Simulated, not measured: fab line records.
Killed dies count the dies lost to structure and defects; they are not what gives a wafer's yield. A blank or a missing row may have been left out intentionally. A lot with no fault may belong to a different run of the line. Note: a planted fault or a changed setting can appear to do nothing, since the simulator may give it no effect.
Split-lot study -- flow n5-finfet -- 21 wafers read from 7 lots, route of 1938 steps

== ON THE SPLIT ==
At N5_BEOL_M11_COAT_22 (resist thk 90 nm), the setting spin-rpm was moved away from the recipe's 1500 rpm on 5 of the 21 wafers read, by -8.2% to +9.3%. For the rest of the wafers, this setting stayed at what the recipe calls for.

== FROM THE SPLIT TO THE READING: what the file shows between them, 2 steps ==
- N5_BEOL_M11_EBR_24
- N5_BEOL_M11_SOFTBAKE_23: time 60 s

== THE READING ==
CAR-ArF_of_BEOL_M11_COAT_22.thk-nm (the simulator's own value, which no gauge read), in nm, at N5_BEOL_M11_DESCUM_33 (chemistry O2, time 7.9 s). The file gives no usual value for it. Average 83.4 nm, standard deviation 0.33 nm, over the 16 wafers here run with the recipe.

wafer,"tool, chamber at the split","spin-rpm as run, rpm",against the recipe,"CAR-ArF_of_BEOL_M11_COAT_22.thk-nm, nm",against lot-mates on the recipe
L075.2,"litho-track-02, 0",1500,recipe,83.4,-
L075.3,"litho-track-02, 0",1639,+9.3%,79.8,-3.8
L075.5,"litho-track-02, 0",1500,recipe,83.8,-
L077.1,"litho-track-01, 0",1500,recipe,83.2,-
L077.2,"litho-track-01, 0",1500,recipe,83.2,-
L077.3,"litho-track-01, 0",1500,recipe,83.2,-
L081.3,"litho-track-01, 0",1500,recipe,83.2,-
L081.5,"litho-track-01, 0",1399,-6.7%,86.2,+2.9
L081.6,"litho-track-01, 0",1500,recipe,83.4,-
L085.1,"litho-track-02, 0",1377,-8.2%,87.2,+3.6
L085.3,"litho-track-02, 0",1377,-8.2%,87.2,+3.6
L085.4,"litho-track-02, 0",1500,recipe,83.6,-
L090.2,"litho-track-02, 0",1500,recipe,83,-
L090.4,"litho-track-02, 0",1500,recipe,83,-
L090.6,"litho-track-02, 0",1500,recipe,83,-
L092.1,"litho-track-02, 0",1500,recipe,83.4,-
L092.4,"litho-track-02, 0",1500,recipe,83.4,-
L092.6,"litho-track-02, 0",1385,-7.7%,86.8,+3.4
L097.1,"litho-track-05, 0",1500,recipe,84,-
L097.2,"litho-track-05, 0",1500,recipe,84,-
L097.3,"litho-track-05, 0",1500,recipe,83.8,-

FIT RESULTS
A straight line over all 21 wafers: CAR-ArF_of_BEOL_M11_COAT_22.thk-nm changes by -0.43 nm for each +1% of spin-rpm; r = -0.98; the points scatter about the line by 0.32 nm.
The same after taking each lot's own level away (the mean of its wafers on the recipe; 21 wafers): -0.43 nm for each +1%; r = -1.00; scatter 0.095 nm.
The reading moves by 4 nm for the largest change in spin-rpm, on that fit.
The lots' own levels span 83.00 to 83.93 nm, that is 2.8 times the standard deviation above.
So the lot-to-lot level changes the slope little: the two slopes agree.
Check: for one of the wafers moved furthest among these (+9.3%), held out of the fit, the line's prediction against its lot-mates is -4.06 nm. Against them it came out at -3.8 nm.

== THE WHOLE CHAIN: every reading that the file lists as answering this split, in the file's order ==
step,what it does,reading,change (the file's fit),r (the file's)
N5_BEOL_M11_COAT_22,resist thk 90 nm,"CAR-ArF_of_BEOL_M11_COAT_22.thk-nm (the simulator's own value, which no gauge read)",-0.438 nm for each +1% of the setting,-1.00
N5_BEOL_M11_DESCUM_33,"chemistry O2, time 7.9 s","CAR-ArF_of_BEOL_M11_COAT_22.thk-nm (the simulator's own value, which no gauge read)",-0.429 nm for each +1% of the setting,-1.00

== FILE'S OWN FIT ==
CAR-ArF_of_BEOL_M11_COAT_22.thk-nm changes by -0.429 nm for each +1% of spin-rpm, r = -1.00.
